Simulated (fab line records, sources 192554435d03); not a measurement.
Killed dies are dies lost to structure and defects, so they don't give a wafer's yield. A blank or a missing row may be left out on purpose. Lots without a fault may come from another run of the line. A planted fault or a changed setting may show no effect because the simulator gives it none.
Split-lot experiment | flow n5_finfet | 7 lots, 39 wafers read, on a route of 1938 steps

THE SPLIT
At N5_WELL_APT_IMPLANT_31, the setting energy_kev was moved away from the recipe's 60 on 18 of the 39 wafers read, by -11.7% to +4.4%. The other wafers ran this setting at the recipe's value.

The reading is taken at the split's own step.

THE READING
implant.drp_nm (the simulator's own value, which no gauge read), in nm, at N5_WELL_APT_IMPLANT_31. The file gives no usual value for it.

wafer  | tool, chamber at the split | energy_kev as run | against the recipe | implant.drp_nm, nm | against lot-mates on the recipe
L076.1 | implanter-01, 0            | 55.44             | -7.6%              | 61.85              | -2.68
L076.4 | implanter-01, 0            | 55.44             | -7.6%              | 61.85              | -2.68
L076.5 | implanter-01, 0            | 55.44             | -7.6%              | 61.85              | -2.68
L076.2 | implanter-01, 0            | 60                | recipe             | 64.53              | -
L076.3 | implanter-01, 0            | 60                | recipe             | 64.53              | -
L076.6 | implanter-01, 0            | 60                | recipe             | 64.53              | -
L078.1 | implanter-01, 0            | 60                | recipe             | 64.53              | -
L078.3 | implanter-01, 0            | 60                | recipe             | 64.53              | -
L078.4 | implanter-01, 0            | 60                | recipe             | 64.53              | -
L078.2 | implanter-01, 0            | 53.86             | -10.2%             | 60.88              | -3.65
L078.5 | implanter-01, 0            | 53.86             | -10.2%             | 60.88              | -3.65
L078.6 | implanter-01, 0            | 53.86             | -10.2%             | 60.88              | -3.65
L080.1 | implanter-01, 0            | 60                | recipe             | 64.53              | -
L080.4 | implanter-01, 0            | 60                | recipe             | 64.53              | -
L080.6 | implanter-01, 0            | 60                | recipe             | 64.53              | -
L080.2 | implanter-01, 0            | 52.96             | -11.7%             | 60.32              | -4.21
L080.3 | implanter-01, 0            | 52.96             | -11.7%             | 60.32              | -4.21
L080.5 | implanter-01, 0            | 52.96             | -11.7%             | 60.32              | -4.21
L086.1 | implanter-01, 0            | 62.66             | +4.4%              | 66.01              | +1.48
L086.4 | implanter-01, 0            | 62.66             | +4.4%              | 66.01              | +1.48
L086.6 | implanter-01, 0            | 62.66             | +4.4%              | 66.01              | +1.48
L086.2 | implanter-01, 0            | 60                | recipe             | 64.53              | -
L086.3 | implanter-01, 0            | 60                | recipe             | 64.53              | -
L086.5 | implanter-01, 0            | 60                | recipe             | 64.53              | -
L089.3 | implanter-02, 0            | 60                | recipe             | 64.53              | -
L089.4 | implanter-02, 0            | 60                | recipe             | 64.53              | -
L089.6 | implanter-02, 0            | 60                | recipe             | 64.53              | -
L095.1 | implanter-02, 0            | 60                | recipe             | 64.53              | -
L095.3 | implanter-02, 0            | 60                | recipe             | 64.53              | -
L095.6 | implanter-02, 0            | 60                | recipe             | 64.53              | -
L095.2 | implanter-02, 0            | 55.81             | -7.0%              | 62.08              | -2.45
L095.4 | implanter-02, 0            | 55.81             | -7.0%              | 62.08              | -2.45
L095.5 | implanter-02, 0            | 55.81             | -7.0%              | 62.08              | -2.45
L096.1 | implanter-02, 0            | 56.74             | -5.4%              | 62.63              | -1.90
L096.3 | implanter-02, 0            | 56.74             | -5.4%              | 62.63              | -1.90
L096.5 | implanter-02, 0            | 56.74             | -5.4%              | 62.63              | -1.90
L096.2 | implanter-02, 0            | 60                | recipe             | 64.53              | -
L096.4 | implanter-02, 0            | 60                | recipe             | 64.53              | -
L096.6 | implanter-02, 0            | 60                | recipe             | 64.53              | -

THE FIT
A straight line over all 39 wafers: implant.drp_nm changes by +0.353 nm for each +1% of energy_kev; r = +1.00; the points scatter about the line by 0.031 nm.
The same after taking each lot's own level away (the mean of its wafers on the recipe; 39 wafers): +0.353 nm for each +1%; r = +1.00; scatter 0.031 nm.
On that fit, the largest move of energy_kev shifts the reading by 4.1 nm.
The lots' own levels span 64.530 to 64.530 nm.
So the lot-to-lot level changes the slope little: the two slopes agree.
Check: with one of the wafers moved furthest among these (-11.7%) left out of the fit, the line predicts -4.15 nm for it against its lot-mates. It came out at -4.21 nm against them.

THE WHOLE CHAIN: every reading that the file lists as answering this split, in the file's order
step                   | what it does | reading                                                         | change (the file's fit)               | r (the file's)
N5_WELL_APT_IMPLANT_31 |              | implant.rp_nm (the simulator's own value, which no gauge read)  | +1.81 nm for each +1% of the setting  | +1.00
N5_WELL_APT_IMPLANT_31 |              | implant.drp_nm (the simulator's own value, which no gauge read) | +0.354 nm for each +1% of the setting | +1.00

THE FILE'S OWN FIT
implant.drp_nm changes by +0.354 nm for each +1% of energy_kev, r = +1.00.
